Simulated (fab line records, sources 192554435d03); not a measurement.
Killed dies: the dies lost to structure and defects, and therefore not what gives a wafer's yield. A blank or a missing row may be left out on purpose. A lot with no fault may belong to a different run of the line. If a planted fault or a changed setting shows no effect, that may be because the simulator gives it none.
Chamber matching :: flow n5_finfet :: 3 sister chambers for N5_BEOL_M14_ILD_DEP_00 on pecvd-02
The step deposits SiO2 from TEOS/O2, target thk 1119.3 nm, time 237.4 s. 18 wafers are shown with their chamber, then 9 later ones without.

EACH WAFER AND ITS CHAMBER
wafer: L075.2
chamber: 2
showerhead_plenum_p_Torr (Torr): 8.33
heater_power_w (W): 508
throttle_valve_pct (%): 18.3

wafer: L075.3
chamber: 1
showerhead_plenum_p_Torr (Torr): 8.38
heater_power_w (W): 728
throttle_valve_pct (%): 18.8

wafer: L075.5
chamber: 1
showerhead_plenum_p_Torr (Torr): 8.38
heater_power_w (W): 789
throttle_valve_pct (%): 18.9

wafer: L079.4
chamber: 2
showerhead_plenum_p_Torr (Torr): 8.34
heater_power_w (W): 439
throttle_valve_pct (%): 18.9

wafer: L079.5
chamber: 0
showerhead_plenum_p_Torr (Torr): 8.38
heater_power_w (W): 685
throttle_valve_pct (%): 18.6

wafer: L079.6
chamber: 1
showerhead_plenum_p_Torr (Torr): 8.37
heater_power_w (W): 725
throttle_valve_pct (%): 18.6

wafer: L082.1
chamber: 2
showerhead_plenum_p_Torr (Torr): 8.36
heater_power_w (W): 563
throttle_valve_pct (%): 18.6

wafer: L082.2
chamber: 1
showerhead_plenum_p_Torr (Torr): 8.37
heater_power_w (W): 750
throttle_valve_pct (%): 18.5

wafer: L082.4
chamber: 1
showerhead_plenum_p_Torr (Torr): 8.39
heater_power_w (W): 607
throttle_valve_pct (%): 18.7

wafer: L080.1
chamber: 0
showerhead_plenum_p_Torr (Torr): 8.43
heater_power_w (W): 582
throttle_valve_pct (%): 18.3

wafer: L080.3
chamber: 1
showerhead_plenum_p_Torr (Torr): 8.37
heater_power_w (W): 671
throttle_valve_pct (%): 18.4

wafer: L080.6
chamber: 2
showerhead_plenum_p_Torr (Torr): 8.33
heater_power_w (W): 580
throttle_valve_pct (%): 18.9

wafer: L085.2
chamber: 1
showerhead_plenum_p_Torr (Torr): 8.38
heater_power_w (W): 754
throttle_valve_pct (%): 18.4

wafer: L085.5
chamber: 2
showerhead_plenum_p_Torr (Torr): 8.30
heater_power_w (W): 560
throttle_valve_pct (%): 18.6

wafer: L085.6
chamber: 1
showerhead_plenum_p_Torr (Torr): 8.39
heater_power_w (W): 593
throttle_valve_pct (%): 18.7

wafer: L083.1
chamber: 1
showerhead_plenum_p_Torr (Torr): 8.38
heater_power_w (W): 652
throttle_valve_pct (%): 18.6

wafer: L083.3
chamber: 0
showerhead_plenum_p_Torr (Torr): 8.41
heater_power_w (W): 620
throttle_valve_pct (%): 18.6

wafer: L083.5
chamber: 0
showerhead_plenum_p_Torr (Torr): 8.42
heater_power_w (W): 673
throttle_valve_pct (%): 18.3

SIGNATURES (averages over the wafers above)
reading: showerhead_plenum_p_Torr
chamber 0: 8.4100
chamber 1: 8.3789
chamber 2: 8.3320
scatter within a chamber: 0.0159

reading: heater_power_w
chamber 0: 640.00
chamber 1: 696.56
chamber 2: 530.00
scatter within a chamber: 62.2

reading: throttle_valve_pct
chamber 0: 18.450
chamber 1: 18.622
chamber 2: 18.660
scatter within a chamber: 0.196
Rule: a wafer lies at a distance from a chamber equal to the root of the sum of squares, over the readings, of (its reading less the chamber's mean, divided by the reading's scatter). If the next closest chamber is less than 2 further off than the closest, the wafer can't be placed; otherwise it belongs to the closest. The scatter: the root of (the sum of the squares of (reading less its chamber's mean) over the shown wafers, divided by (wafers less chambers)).

WAFERS WHOSE CHAMBER IS MISSING
wafer: L089.1
showerhead_plenum_p_Torr (Torr): 8.43
heater_power_w (W): 567
throttle_valve_pct (%): 18.5

wafer: L089.5
showerhead_plenum_p_Torr (Torr): 8.37
heater_power_w (W): 512
throttle_valve_pct (%): 18.9

wafer: L089.6
showerhead_plenum_p_Torr (Torr): 8.40
heater_power_w (W): 679
throttle_valve_pct (%): 18.6

wafer: L095.1
showerhead_plenum_p_Torr (Torr): 8.35
heater_power_w (W): 465
throttle_valve_pct (%): 18.7

wafer: L095.4
showerhead_plenum_p_Torr (Torr): 8.32
heater_power_w (W): 519
throttle_valve_pct (%): 19.0

wafer: L095.5
showerhead_plenum_p_Torr (Torr): 8.33
heater_power_w (W): 576
throttle_valve_pct (%): 18.9

wafer: L096.1
showerhead_plenum_p_Torr (Torr): 8.41
heater_power_w (W): 670
throttle_valve_pct (%): 18.5

wafer: L096.2
showerhead_plenum_p_Torr (Torr): 8.36
heater_power_w (W): 607
throttle_valve_pct (%): 17.6

wafer: L096.4
showerhead_plenum_p_Torr (Torr): 8.33
heater_power_w (W): 535
throttle_valve_pct (%): 18.9

WHICH CHAMBER EACH ONE RAN IN
wafer: L089.1
from the rows above: 0
in truth: 0

wafer: L089.5
from the rows above: can't be placed: 2 or 1 or 0
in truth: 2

wafer: L089.6
from the rows above: can't be placed: 0 or 1
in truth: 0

wafer: L095.1
from the rows above: 2
in truth: 2

wafer: L095.4
from the rows above: 2
in truth: 2

wafer: L095.5
from the rows above: 2
in truth: 2

wafer: L096.1
from the rows above: can't be placed: 0 or 1
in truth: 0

wafer: L096.2
from the rows above: can't be placed: 0 or 1 or 2
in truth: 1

wafer: L096.4
from the rows above: 2
in truth: 2
Correct placement for 5 of the 9. From these rows, 4 cannot be placed; in 4 the true chamber is one of the candidates. Placed wrongly: 0.
